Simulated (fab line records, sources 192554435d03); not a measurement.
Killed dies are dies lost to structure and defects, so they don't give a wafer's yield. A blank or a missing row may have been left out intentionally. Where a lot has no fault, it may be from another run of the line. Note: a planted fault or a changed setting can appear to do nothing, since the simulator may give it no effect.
Which tool did it?    flow n5-finfet    9 lots, 27 wafers sampled, at 5 steps of a route of 1938

## WHAT THE GAUGES READ, wafer by wafer
N5_BEOL_M4_RC_MEAS_101. Usual: CJ_N 4.37, standard deviation 0.08; DIBL_N 36.3 mV/V, standard deviation 1.2; DIBL_P 36.7 mV/V, standard deviation 1.5; IOFF_N 0.164 nA/um, standard deviation 0.02; IOFF_N_85C 3.2 nA/um, standard deviation 0.34; IOFF_N_LIN 0.075 nA/um, standard deviation 0.0075; IOFF_N_LONG 5.57e-05 nA/um, standard deviation 1.9e-06; IOFF_P 0.214 nA/um, standard deviation 0.024; ION_N 673 uA/um, standard deviation 8.5; ION_P 461 uA/um, standard deviation 5.9; REXT_N 75.3 ohm.um, standard deviation 1.5; SS_N 71.6 mV/dec, standard deviation 0.44; SS_P 73.3 mV/dec, standard deviation 0.55; VT_N 249.4 mV, standard deviation 2.4; VT_N_LVT 98.3 mV, standard deviation 2.8; VT_P -250.0 mV, standard deviation 2.3.
lot   measured      on         CJ_N            DIBL_N (mV/V)   DIBL_P (mV/V)   IOFF_N (nA/um)     IOFF_N_85C (nA/um)  IOFF_N_LIN (nA/um)  IOFF_N_LONG (nA/um)         IOFF_P (nA/um)     ION_N (uA/um)  ION_P (uA/um)  REXT_N (ohm.um)    SS_N (mV/dec)   SS_P (mV/dec)   VT_N (mV)          VT_N_LVT (mV)      VT_P (mV)             flag
L416  day 9 02:45   prober-01  4.25 4.30 4.34  35.1 34.0 35.6  36.3 34.5 37.5  0.140 0.123 0.162  2.7 2.4 3.0         0.065 0.058 0.073   5.22e-05 5.22e-05 5.39e-05  0.184 0.166 0.199  657 662 678    452 454 459    76.5 76.1 75.9     71.0 71.6 71.6  72.7 72.7 73.4  250.2 251.7 249.5  101.5 104.9 99.8   -253.4 -255.6 -253.3  
L421  day 10 09:23  prober-02  3.84 3.80 3.90  23.1 25.0 24.4  35.5 37.5 36.6  0.036 0.044 0.040  0.9 1.1 1.0         0.023 0.027 0.025   4.62e-05 4.69e-05 4.6e-05   0.198 0.229 0.215  515 520 517    457 464 458    156.2 158.5 156.4  69.1 69.5 69.3  72.5 73.4 73.4  275.9 272.3 274.0  124.5 123.1 123.8  -248.4 -248.3 -249.8  OFF
L422  day 10 18:01  prober-01  4.03 4.04 3.98  24.9 24.5 26.3  37.7 37.2 39.5  0.044 0.042 0.053  1.0 1.0 1.2         0.026 0.026 0.031   4.93e-05 5.02e-05 5.01e-05  0.219 0.210 0.248  529 524 528    464 464 465    149.0 149.7 150.2  69.4 69.9 70.6  73.4 73.6 75.0  271.7 272.1 267.8  118.7 118.5 115.5  -248.6 -251.2 -247.5  OFF
L426  day 11 07:54  prober-02  4.48 4.40 4.47  37.8 36.2 37.2  36.6 35.0 35.5  0.164 0.148 0.161  3.1 2.9 3.1         0.076 0.070 0.073   5.47e-05 5.5e-05 5.39e-05   0.201 0.183 0.202  673 663 663    456 451 451    76.1 77.1 76.8     71.4 71.5 72.0  73.5 73.3 73.1  248.8 250.9 250.2  97.6 99.2 99.5     -251.1 -253.0 -249.0  
L427  day 11 14:11  prober-02  4.20 4.23 4.24  36.5 37.9 38.2  37.6 39.0 39.6  0.160 0.177 0.188  3.0 3.3 3.5         0.074 0.080 0.082   5.38e-05 5.45e-05 5.4e-05   0.190 0.217 0.213  662 671 659    452 462 452    76.1 75.7 75.5     71.1 71.5 72.3  73.3 73.3 73.2  250.8 249.7 244.9  95.5 94.1 93.3     -252.2 -253.4 -249.8  
L428  day 11 14:03  prober-01  4.35 4.39 4.35  37.2 36.6 36.7  36.8 36.3 36.4  0.174 0.165 0.160  3.3 3.1 3.0         0.078 0.074 0.072   5.55e-05 5.55e-05 5.41e-05  0.223 0.218 0.224  675 671 678    460 460 467    77.0 76.3 77.1     72.2 71.4 72.6  73.9 73.3 73.4  251.4 248.3 253.3  99.8 101.1 101.9   -249.7 -249.7 -249.6  
L431  day 12 18:50  prober-02  4.32 4.34 4.42  35.7 35.6 35.6  36.6 36.9 36.2  0.176 0.173 0.174  3.5 3.4 3.4         0.084 0.083 0.080   5.89e-05 5.87e-05 6e-05     0.214 0.209 0.202  678 675 682    460 461 459    77.7 78.3 77.4     71.9 72.3 72.5  73.4 73.1 73.6  248.0 249.2 247.9  95.4 97.6 97.0     -253.1 -250.9 -251.1  
L432  day 12 16:58  prober-01  4.30 4.34 4.35  33.7 32.4 34.8  35.5 33.5 36.5  0.131 0.114 0.151  2.7 2.4 3.0         0.064 0.056 0.070   5.68e-05 5.77e-05 5.71e-05  0.181 0.160 0.200  664 662 660    458 455 454    75.6 75.0 74.3     71.2 71.1 70.9  72.7 72.2 73.3  252.4 254.5 249.7  102.4 104.2 100.1  -252.3 -253.9 -249.8  
L434  day 12 22:19  prober-02  4.59 4.49 4.56  38.6 36.9 39.0  37.3 36.2 37.4  0.201 0.162 0.196  3.7 3.1 3.6         0.085 0.074 0.083   5.85e-05 5.84e-05 5.87e-05  0.240 0.213 0.229  679 664 666    465 454 460    74.2 75.8 75.2     71.2 70.9 71.8  73.5 73.0 73.7  245.6 249.2 246.6  94.8 97.7 96.4     -246.5 -248.0 -249.1  

## TOOL THAT RAN EACH LOT (tool first, then ch and the chambers of the sampled wafers, then the start)
lot   N5_SD_EPI_N_ETCH_16                N5_SD_EPI_N_STRIP_38                 N5_SD_EPI_N_VAPOR_ETCH_50       N5_SD_EPI_N_LINER_46
L416  rie-diel-03 ch 0,1,3, day 3 16:06  plasma-asher-01 ch 0,1, day 3 16:16  epi-rpcvd-02 ch 0, day 3 16:59  ald-sin-02 ch 1,2,3, day 3 19:11
L421  rie-diel-01 ch 0,1,3, day 4 21:01  plasma-asher-01 ch 1, day 4 21:11    epi-rpcvd-03, day 4 21:55       ald-sin-04 ch 0,2, day 5 00:39
L422  rie-diel-03 ch 1,2, day 5 06:25    plasma-asher-02 ch 0,1, day 5 06:35  epi-rpcvd-03, day 5 07:22       ald-sin-04 ch 2,3, day 5 09:31
L426  rie-diel-04 ch 1,2,3, day 6 06:16  plasma-asher-02 ch 0,1, day 6 06:26  epi-rpcvd-02 ch 0, day 6 08:45  ald-sin-02 ch 0,3, day 6 12:20
L427  rie-diel-04 ch 0,2,3, day 6 09:35  plasma-asher-01 ch 0,1, day 6 09:45  epi-rpcvd-03 ch 0, day 6 10:38  ald-sin-02 ch 1,2,3, day 6 13:26
L428  rie-diel-01 ch 1,2, day 6 13:37    plasma-asher-02 ch 0,1, day 6 13:48  epi-rpcvd-03 ch 0, day 6 14:52  ald-sin-02 ch 0,3, day 6 17:41
L431  rie-diel-04 ch 1,2, day 7 13:59    plasma-asher-01 ch 0,1, day 7 14:10  epi-rpcvd-04 ch 0, day 7 15:09  ald-sin-04 ch 0,1,3, day 7 18:47
L432  rie-diel-04 ch 2,3, day 7 16:14    plasma-asher-02 ch 0,1, day 7 16:24  epi-rpcvd-03 ch 0, day 7 17:30  ald-sin-02 ch 0,1,2, day 7 20:19
L434  rie-diel-04 ch 1,2, day 8 05:41    plasma-asher-02 ch 0, day 8 05:50    epi-rpcvd-03 ch 0, day 8 06:43  ald-sin-01 ch 1,2,3, day 8 09:43
- N5_SD_EPI_N_ETCH_16: etches SiO2 in CHF3/O2, target depth 5 nm.
- N5_SD_EPI_N_STRIP_38: strips in N2/H2.
- N5_SD_EPI_N_VAPOR_ETCH_50: etches Si in HCl, time 54 s.
- N5_SD_EPI_N_LINER_46: material SiNx, target thk 3 nm.

## AS READ BY THE TOOLS THEMSELVES (means over the sampled wafers that have a number; for cases with no such wafer, the mark the record gives instead)
N5_SD_EPI_N_ETCH_16. Usual: CHF3_flow_sccm 50.00 sccm, standard deviation 0.18; O2_flow_sccm 4.999 sccm, standard deviation 0.016; drypump-motor-current-A 5.8 A, standard deviation 0.41; oes_ar_750_au 0.75 a.u., standard deviation 0.055; oes-product-au 0.75 a.u., standard deviation 0.059; rf-vpp-V 523 V, standard deviation 5.7; showerhead-plenum-p-Torr 2.43 Torr, standard deviation 0.054; throttle-valve-pct 19.00 %, standard deviation 0.14.
lot   tool         CHF3_flow_sccm (sccm)  O2_flow_sccm (sccm)  drypump-motor-current-A (A)  oes_ar_750_au (a.u.)  oes-product-au (a.u.)  rf-vpp-V (V)  showerhead-plenum-p-Torr (Torr)  throttle-valve-pct (%)  flag
L416  rie-diel-03  50.06                  5.006                5.9                          0.72                  0.72                   525           2.42                             18.97                   
L421  rie-diel-01  49.96                  5.000                6.4                          0.87                  0.88                   526           2.48                             18.99                   
L422  rie-diel-03  49.90                  5.003                5.9                          0.71                  0.71                   526           2.39                             19.13                   
L426  rie-diel-04  49.95                  5.007                5.6                          0.75                  0.74                   519           2.43                             19.07                   
L427  rie-diel-04  50.07                  5.001                5.5                          0.72                  0.71                   519           2.39                             19.00                   
L428  rie-diel-01  50.19                  5.011                6.4                          0.75                  0.75                   525           2.41                             19.02                   
L431  rie-diel-04  50.03                  5.010                5.3                          0.75                  0.75                   518           2.43                             19.17                   
L432  rie-diel-04  50.03                  5.009                5.4                          0.73                  0.71                   513           2.39                             19.13                   
L434  rie-diel-04  50.08                  4.995                5.4                          0.75                  0.75                   517           2.43                             19.17                   

N5_SD_EPI_N_STRIP_38. Usual: drypump-motor-current-A 5.83 A, standard deviation 0.05; heater-power-w 351 W, standard deviation 38; oes-product-au 0.761 a.u., standard deviation 0.011.
lot   tool             drypump-motor-current-A (A)  heater-power-w (W)  oes-product-au (a.u.)  flag
L416  plasma-asher-01  5.84                         326                 0.761                  
L421  plasma-asher-01  5.82                         306                 0.752                  
L422  plasma-asher-02  5.83                         360                 0.757                  
L426  plasma-asher-02  5.84                         384                 0.757                  
L427  plasma-asher-01  5.82                         346                 0.757                  
L428  plasma-asher-02  5.81                         356                 0.765                  
L431  plasma-asher-01  5.87                         326                 0.766                  
L432  plasma-asher-02  5.83                         353                 0.757                  
L434  plasma-asher-02  5.88                         407                 0.759                  

N5_SD_EPI_N_VAPOR_ETCH_50. Usual: chamber-pressure-Torr 20.00 Torr, standard deviation 0.041; lamp-inner-pct 21.1 %, standard deviation 0.85; throttle-valve-pct 11.8 %, standard deviation 0.31.
lot   tool          chamber-pressure-Torr (Torr)  lamp-inner-pct (%)  throttle-valve-pct (%)  flag
L416  epi-rpcvd-02  20.00                         20.5                11.4                    
L421  epi-rpcvd-03  -                             -                   -                       OFF
L422  epi-rpcvd-03  -                             -                   -                       OFF
L426  epi-rpcvd-02  20.03                         20.3                11.4                    
L427  epi-rpcvd-03  20.04                         22.2                12.1                    
L428  epi-rpcvd-03  20.04                         22.1                11.9                    
L431  epi-rpcvd-04  19.99                         20.5                12.0                    
L432  epi-rpcvd-03  20.01                         22.2                12.0                    
L434  epi-rpcvd-03  19.98                         22.3                12.0                    

N5_SD_EPI_N_LINER_46. Usual: heater-power-w 864 W, standard deviation 93.
lot   tool        heater-power-w (W)  flag
L416  ald-sin-02  876                 
L421  ald-sin-04  893                 
L422  ald-sin-04  821                 
L426  ald-sin-02  946                 
L427  ald-sin-02  884                 
L428  ald-sin-02  931                 
L431  ald-sin-04  801                 
L432  ald-sin-02  894                 
L434  ald-sin-01  791                 

## THE ANSWER, worked out from the rows above alone
Rule: a lot counts as off when the mean over its wafers that have a number is more than 3 standard deviations away from the usual mean. Also off: a lot with no number at a reading for which 4 or more lots have one. Any other lot the step has rows for is counted as sound. The gauges are gone through in route order, then the tools' own readings, and for those a lot's mean is taken as printed above. The first step at which some lot is off is used, and at that step the reading that is off furthest; a lot without a number counts as furthest.
Off: L421, L422, at N5_BEOL_M4_RC_MEAS_101 (REXT_N).
If a tool, at a process step before that reading, ran all the lots that are off and no sound lot after the first of them, it fits. The gauges at N5_BEOL_M4_RC_MEAS_101 aren't tried: what is off there is off at N5_SD_EPI_N_VAPOR_ETCH_50 too, on other tools, and a gauge's error can't cause that. None of those tried fits.

## WHAT THE SIMULATOR HAD INSERTED
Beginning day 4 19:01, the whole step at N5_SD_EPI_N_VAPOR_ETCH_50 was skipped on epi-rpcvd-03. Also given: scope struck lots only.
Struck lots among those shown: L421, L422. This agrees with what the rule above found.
